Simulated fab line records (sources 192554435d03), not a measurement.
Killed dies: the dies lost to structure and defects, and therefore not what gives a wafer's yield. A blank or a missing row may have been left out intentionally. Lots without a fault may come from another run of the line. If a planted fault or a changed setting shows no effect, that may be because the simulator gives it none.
Matching of chambers -- flow n5-finfet -- rie-diel-01 running N5_BEOL_M5_ETCH_67: 4 sister chambers
The step etches SiARC in CF4, target depth 15.6 nm, time 26 s. 8 wafers are shown with their chamber, then 11 later ones without.

## WAFERS, EACH WITH ITS CHAMBER
wafer,chamber,showerhead-plenum-p-Torr (Torr),drypump-motor-current-A (A)
L079.4,0,2.14,5.7
L082.2,0,2.13,5.7
L082.5,3,2.04,6.4
L083.5,3,2.04,6.4
L088.2,1,2.12,6.1
L088.5,2,2.20,5.5
L088.6,1,2.12,6.0
L092.4,2,2.20,5.5

## WAFERS WITHOUT THEIR CHAMBER
wafer,showerhead-plenum-p-Torr (Torr),drypump-motor-current-A (A)
L092.5,2.12,5.7
L092.6,2.11,6.1
L090.2,2.11,6.0
L090.3,2.12,5.8
L090.4,2.12,5.7
L095.1,2.20,5.5
L095.2,2.11,6.0
L095.3,2.19,5.5
L095.4,2.11,6.0
L095.5,2.19,5.5
L095.6,2.11,6.0

## WHICH CHAMBER EACH WENT THROUGH
wafer,from the rows above,in truth
L092.5,0,0
L092.6,1,1
L090.2,1,1
L090.3,can't be placed: 0 or 1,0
L090.4,0,0
L095.1,2,2
L095.2,1,1
L095.3,2,2
L095.4,1,1
L095.5,2,2
L095.6,1,1
10 of 11 placed correctly. Can't be placed from these rows: 1 (the true chamber is among the candidates in 1). Number placed wrongly: 0.
How it was worked out, from the rows above alone: a wafer's distance from a chamber is the root of the sum, over the readings, of the square of ((its reading less the chamber's mean) divided by the reading's scatter). If the next closest chamber is less than 2 further off than the closest, the wafer can't be placed; otherwise it belongs to the closest. Each chamber's mean is taken over the wafers shown for it. How the scatter is found: for the shown wafers, subtract from each reading the mean of its chamber, square and add these, divide the total by (wafers less chambers), then take the root.
